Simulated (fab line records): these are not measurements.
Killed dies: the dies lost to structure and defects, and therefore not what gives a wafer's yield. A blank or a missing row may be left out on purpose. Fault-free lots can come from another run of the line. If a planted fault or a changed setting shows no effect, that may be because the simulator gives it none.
Which tool did it? | flow nand-harc | 20 lots, 60 wafers sampled, at 4 steps of a route of 1159

## WHAT THE GAUGES SHOWED, per wafer
NHARC_A_CONTACT_CD_MEAS_15. Usual: cd-nm 89.9 nm, standard deviation 0.71.
lot  | measured     | on        | cd-nm (nm)     | flag
L074 | day 17 17:45 | cd-sem-02 | 90.1 90.1 89.6 |
L079 | day 17 18:37 | cd-sem-02 | 90.5 90.3 90.2 |
L078 | day 17 19:53 | cd-sem-02 | 89.5 88.4 88.1 |
L076 | day 17 21:00 | cd-sem-02 | 91.1 90.5 90.5 |
L080 | day 18 15:28 | cd-sem-02 | 89.9 90.5 90.1 |
L084 | day 19 07:03 | cd-sem-03 | 90.0 89.9 90.0 |
L082 | day 19 11:57 | cd-sem-02 | 90.5 89.5 90.2 |
L081 | day 19 16:09 | cd-sem-01 | 90.7 89.9 89.2 |
L086 | day 20 04:07 | cd-sem-01 | 89.6 91.3 91.0 |
L089 | day 20 04:50 | cd-sem-02 | 88.7 90.2 89.3 |
L087 | day 20 08:48 | cd-sem-03 | 89.9 90.7 90.2 |
L085 | day 20 09:58 | cd-sem-03 | 91.0 90.7 90.5 |
L088 | day 20 17:24 | cd-sem-02 | 90.3 90.0 89.7 |
L090 | day 20 20:47 | cd-sem-02 | 90.5 89.7 89.9 |
L091 | day 20 22:30 | cd-sem-01 | 90.1 90.3 89.8 |
L092 | day 22 00:49 | cd-sem-03 | 90.7 89.9 90.2 |
L094 | day 22 03:16 | cd-sem-01 | 89.5 90.3 89.0 |
L093 | day 22 06:33 | cd-sem-02 | 89.7 89.8 88.6 |
L096 | day 22 16:43 | cd-sem-01 | 91.2 90.2 90.6 |
L097 | day 23 11:45 | cd-sem-03 | 89.4 88.4 89.1 |

NHARC_A_BLC_CD_MEAS_10: target cd 100 nm. Usual: cd-nm 99.8 nm, standard deviation 0.79.
lot  | measured     | on        | cd-nm (nm)        | flag
L074 | day 17 20:48 | cd-sem-02 | 100.1 99.3 99.2   |
L079 | day 17 21:44 | cd-sem-03 | 99.7 99.9 99.7    |
L078 | day 17 22:43 | cd-sem-03 | 99.9 99.2 100.2   |
L076 | day 18 00:04 | cd-sem-02 | 100.0 100.2 100.4 |
L080 | day 18 20:28 | cd-sem-02 | 99.7 100.4 101.1  |
L084 | day 19 12:13 | cd-sem-01 | 100.2 101.0 99.5  |
L082 | day 19 16:04 | cd-sem-01 | 98.9 99.4 98.8    |
L081 | day 19 19:00 | cd-sem-03 | 99.4 101.9 100.2  |
L086 | day 20 08:16 | cd-sem-03 | 100.4 98.3 98.8   |
L089 | day 20 08:26 | cd-sem-02 | 100.2 99.1 99.7   |
L087 | day 20 13:18 | cd-sem-02 | 100.4 99.0 100.3  |
L085 | day 20 14:11 | cd-sem-03 | 100.1 101.0 99.4  |
L088 | day 20 20:44 | cd-sem-01 | 98.7 98.2 99.9    |
L090 | day 21 01:53 | cd-sem-02 | 99.9 99.5 101.3   |
L091 | day 21 11:38 | cd-sem-01 | 98.7 100.5 99.4   |
L092 | day 22 05:42 | cd-sem-03 | 100.5 99.9 99.4   |
L094 | day 22 06:06 | cd-sem-03 | 100.3 100.4 102.0 |
L093 | day 22 15:19 | cd-sem-03 | 98.3 100.2 98.9   |
L096 | day 23 00:11 | cd-sem-03 | 100.3 100.8 99.5  |
L097 | day 23 15:48 | cd-sem-02 | 100.1 100.4 100.9 |

## WHICH TOOL RAN EACH LOT (tool, then ch and the chambers of the sampled wafers, then the start)
lot  | NHARC_A_CONTACT_ETCH_31                       | NHARC_A_CONTACT_ETCH_98
L074 | rie-diel-01 ch 0,1, day 17 17:40 or earlier   | rie-diel-13 ch 0,1,3, day 17 17:40
L079 | rie-diel-13 ch 0,1,3, day 17 18:37 or earlier | rie-diel-01 ch 0,1, day 17 18:37 or earlier
L078 | rie-diel-03 ch 0,1,3, day 17 19:53 or earlier | rie-diel-01 ch 0,1,3, day 17 19:53 or earlier
L076 | rie-diel-13 ch 0,1,3, day 17 20:55 or earlier | rie-diel-13 ch 0,3, day 17 20:55
L080 | rie-diel-13 ch 1,2,3, day 18 15:28 or earlier | rie-diel-13 ch 0,2,3, day 18 15:28 or earlier
L084 | rie-diel-03 ch 0,2, day 19 07:03 or earlier   | rie-diel-13 ch 0,1,2, day 19 07:03 or earlier
L082 | rie-diel-01 ch 0,2, day 19 11:57 or earlier   | rie-diel-03 ch 0,2,3, day 19 11:57 or earlier
L081 | rie-diel-13 ch 0,3, day 19 16:04 or earlier   | rie-diel-03 ch 0,1,3, day 19 16:04
L086 | rie-diel-03 ch 1,2, day 20 04:01 or earlier   | rie-diel-01 ch 0,2, day 20 04:01
L089 | rie-diel-01 ch 2,3, day 20 04:50 or earlier   | rie-diel-03 ch 1,2, day 20 04:50 or earlier
L087 | rie-diel-13 ch 0,1,2, day 20 08:48 or earlier | rie-diel-13 ch 0,1,3, day 20 08:48 or earlier
L085 | rie-diel-13 ch 0,1,3, day 20 09:58 or earlier | rie-diel-13 ch 0,2,3, day 20 09:58 or earlier
L088 | rie-diel-13 ch 0,1,3, day 20 17:24 or earlier | rie-diel-13 ch 1,2, day 20 17:24 or earlier
L090 | rie-diel-13 ch 0,2,3, day 20 20:47 or earlier | rie-diel-13 ch 0,2,3, day 20 20:47 or earlier
L091 | rie-diel-03 ch 0,1,2, day 20 22:30 or earlier | rie-diel-13 ch 0,1,3, day 20 22:30 or earlier
L092 | rie-diel-03 ch 0,1,3, day 22 00:49 or earlier | rie-diel-13 ch 2,3, day 22 00:49 or earlier
L094 | rie-diel-13 ch 0,1,2, day 22 03:16 or earlier | rie-diel-03 ch 0,1,3, day 22 03:16 or earlier
L093 | rie-diel-13 ch 0,1,3, day 22 06:33 or earlier | rie-diel-01 ch 0,1, day 22 06:33 or earlier
L096 | rie-diel-01 ch 0,1,3, day 22 16:43 or earlier | rie-diel-01 ch 0,1,3, day 22 16:43 or earlier
L097 | rie-diel-13 ch 1,2,3, day 23 11:45 or earlier | rie-diel-13 ch 0,1,3, day 23 11:45 or earlier
- NHARC_A_CONTACT_ETCH_31: etches the open film in O2/COS, target depth 2000 nm, time 520 s.
- NHARC_A_CONTACT_ETCH_98: etches the open film in C4F6/O2, target depth 20 nm, time 10 s.

## AS READ BY THE TOOLS THEMSELVES (means over the sampled wafers that have a number; for cases with no such wafer, the mark the record gives instead)
NHARC_A_CONTACT_ETCH_31. Usual: chamber-pressure-mTorr 20.001 mTorr, standard deviation 0.019; drypump-motor-current-A 5.7 A, standard deviation 0.46; o2-flow-sccm 400.0 sccm, standard deviation 1.2; oes-product-au 0.995 a.u., standard deviation 0.01; rf-fwd-power-W 499.4 W, standard deviation 1.6; rf-vpp-V 314.6 V, standard deviation 2.6; showerhead-plenum-p-Torr 3.15 Torr, standard deviation 0.17; throttle-valve-pct 28.330 %, standard deviation 0.0094.
lot  | tool        | chamber-pressure-mTorr (mTorr) | drypump-motor-current-A (A) | o2-flow-sccm (sccm) | oes-product-au (a.u.) | rf-fwd-power-W (W) | rf-vpp-V (V) | showerhead-plenum-p-Torr (Torr) | throttle-valve-pct (%) | flag
L074 | rie-diel-01 | 19.999                         | 5.6                         | 398.3               | 0.989                 | 499.4              | 316.9        | 3.35                            | 28.326                 |
L079 | rie-diel-13 | 19.999                         | 5.6                         | 399.3               | 0.991                 | 499.2              | 312.4        | 3.04                            | 28.331                 |
L078 | rie-diel-03 | 20.006                         | 5.7                         | 400.4               | 1.007                 | 497.0              | 313.7        | 3.09                            | 28.331                 |
L076 | rie-diel-13 | 20.013                         | 5.6                         | 399.2               | 0.994                 | 497.5              | 312.3        | 3.04                            | 28.324                 |
L080 | rie-diel-13 | 19.999                         | 5.5                         | 400.8               | 0.995                 | 500.0              | 312.8        | 3.01                            | 28.328                 |
L084 | rie-diel-03 | 19.990                         | 5.6                         | 400.6               | 1.004                 | 499.1              | 315.2        | 3.17                            | 28.327                 |
L082 | rie-diel-01 | 20.021                         | 6.0                         | 400.3               | 0.982                 | 499.3              | 317.3        | 3.32                            | 28.322                 |
L081 | rie-diel-13 | 20.025                         | 5.7                         | 400.7               | 0.989                 | 500.4              | 311.6        | 2.95                            | 28.327                 |
L086 | rie-diel-03 | 19.992                         | 5.6                         | 400.6               | 1.012                 | 499.7              | 313.5        | 3.12                            | 28.334                 |
L089 | rie-diel-01 | 19.998                         | 5.9                         | 399.0               | 0.985                 | 498.7              | 316.8        | 3.26                            | 28.332                 |
L087 | rie-diel-13 | 20.010                         | 5.9                         | 399.4               | 0.998                 | 499.5              | 315.7        | 3.20                            | 28.334                 |
L085 | rie-diel-13 | 19.986                         | 5.6                         | 400.0               | 0.984                 | 498.6              | 314.8        | 3.20                            | 28.323                 |
L088 | rie-diel-13 | 19.997                         | 5.6                         | 399.3               | 0.994                 | 498.8              | 314.3        | 3.20                            | 28.328                 |
L090 | rie-diel-13 | 20.007                         | 5.6                         | 400.7               | 0.993                 | 499.0              | 315.9        | 3.24                            | 28.330                 |
L091 | rie-diel-03 | 20.012                         | 5.6                         | 401.3               | 1.002                 | 499.9              | 313.6        | 3.11                            | 28.326                 |
L092 | rie-diel-03 | 19.999                         | 5.6                         | 400.3               | 0.997                 | 498.3              | 313.8        | 3.07                            | 28.333                 |
L094 | rie-diel-13 | 19.996                         | 5.9                         | 399.2               | 0.990                 | 498.4              | 316.7        | 3.20                            | 28.328                 |
L093 | rie-diel-13 | 19.992                         | 5.6                         | 400.9               | 0.990                 | 500.1              | 315.3        | 3.20                            | 28.329                 |
L096 | rie-diel-01 | 19.993                         | 5.3                         | 399.7               | 0.990                 | 499.6              | 316.8        | 3.29                            | 28.334                 |
L097 | rie-diel-13 | 20.004                         | 5.5                         | 400.1               | 0.984                 | 500.5              | 317.5        | 3.33                            | 28.333                 |

NHARC_A_CONTACT_ETCH_98. Usual: chamber-pressure-mTorr 30.00 mTorr, standard deviation 0.031; drypump-motor-current-A 5.7 A, standard deviation 0.45; o2-flow-sccm 20.00 sccm, standard deviation 0.062; oes-product-au 0.959 a.u., standard deviation 0.024; rf-fwd-power-W 586.1 W, standard deviation 2.8; rf-vpp-V 548 V, standard deviation 4.1; showerhead-plenum-p-Torr 3.99 Torr, standard deviation 0.2; throttle-valve-pct 26.904 %, standard deviation 0.0092.
lot  | tool        | chamber-pressure-mTorr (mTorr) | drypump-motor-current-A (A) | o2-flow-sccm (sccm) | oes-product-au (a.u.) | rf-fwd-power-W (W) | rf-vpp-V (V) | showerhead-plenum-p-Torr (Torr) | throttle-valve-pct (%) | flag
L074 | rie-diel-13 | 30.00                          | 5.6                         | 20.02               | 0.952                 | 585.0              | 545          | 3.83                            | 26.895                 |
L079 | rie-diel-01 | 30.00                          | 5.4                         | 19.99               | 0.944                 | 590.1              | 552          | 4.18                            | 26.897                 |
L078 | rie-diel-01 | 30.05                          | 5.4                         | 20.02               | 0.993                 | 587.8              | 552          | 4.15                            | 26.898                 |
L076 | rie-diel-13 | 30.01                          | 5.7                         | 20.00               | 0.957                 | 587.3              | 542          | 3.72                            | 26.902                 |
L080 | rie-diel-13 | 30.02                          | 5.6                         | 19.99               | 0.948                 | 584.4              | 541          | 3.68                            | 26.899                 |
L084 | rie-diel-13 | 29.99                          | 5.9                         | 20.02               | 0.957                 | 587.8              | 545          | 3.83                            | 26.908                 |
L082 | rie-diel-03 | 30.00                          | 5.6                         | 20.00               | 1.000                 | 586.5              | 547          | 3.94                            | 26.909                 |
L081 | rie-diel-03 | 30.01                          | 5.6                         | 20.01               | 0.946                 | 587.6              | 546          | 3.87                            | 26.903                 |
L086 | rie-diel-01 | 30.01                          | 6.0                         | 19.95               | 0.964                 | 585.0              | 552          | 4.17                            | 26.903                 |
L089 | rie-diel-03 | 30.01                          | 5.6                         | 19.98               | 1.002                 | 592.0              | 545          | 3.85                            | 26.901                 |
L087 | rie-diel-13 | 30.00                          | 5.6                         | 19.96               | 0.952                 | 584.8              | 549          | 4.02                            | 26.910                 |
L085 | rie-diel-13 | 30.01                          | 5.6                         | 20.01               | 0.956                 | 584.8              | 550          | 4.07                            | 26.912                 |
L088 | rie-diel-13 | 29.99                          | 5.9                         | 20.06               | 0.950                 | 584.2              | 550          | 4.12                            | 26.910                 |
L090 | rie-diel-13 | 30.00                          | 5.6                         | 20.00               | 0.936                 | 583.1              | 550          | 4.07                            | 26.912                 |
L091 | rie-diel-13 | 30.06                          | 5.6                         | 19.92               | 0.943                 | 584.8              | 549          | 4.01                            | 26.909                 |
L092 | rie-diel-13 | 30.00                          | 5.2                         | 20.01               | 0.953                 | 584.1              | 553          | 4.22                            | 26.905                 |
L094 | rie-diel-03 | 29.99                          | 5.7                         | 20.09               | 0.965                 | 587.8              | 546          | 3.85                            | 26.900                 |
L093 | rie-diel-01 | 29.99                          | 5.4                         | 20.00               | 0.993                 | 590.8              | 552          | 4.17                            | 26.900                 |
L096 | rie-diel-01 | 30.00                          | 5.3                         | 19.98               | 0.932                 | 587.9              | 551          | 4.12                            | 26.898                 |
L097 | rie-diel-13 | 30.02                          | 5.6                         | 19.98               | 0.955                 | 586.4              | 548          | 4.01                            | 26.898                 |

## THE ANSWER, worked out from the rows above alone
Rule: lot off if the mean of its wafers having a number is beyond 3 standard deviations from the usual mean. A lot without any number at a reading at which 4 lots or more have one is off too. The other lots that the step has rows for count as sound. First the gauges in route order, then the tools' own readings, where a lot's mean is used as printed above. The first step at which some lot is off is used, and at that step the reading that is off furthest; a lot without a number counts as furthest.
Across all readings shown, no lot is off: no conclusion can be drawn from this.

## WHAT WAS PUT IN BY THE SIMULATOR
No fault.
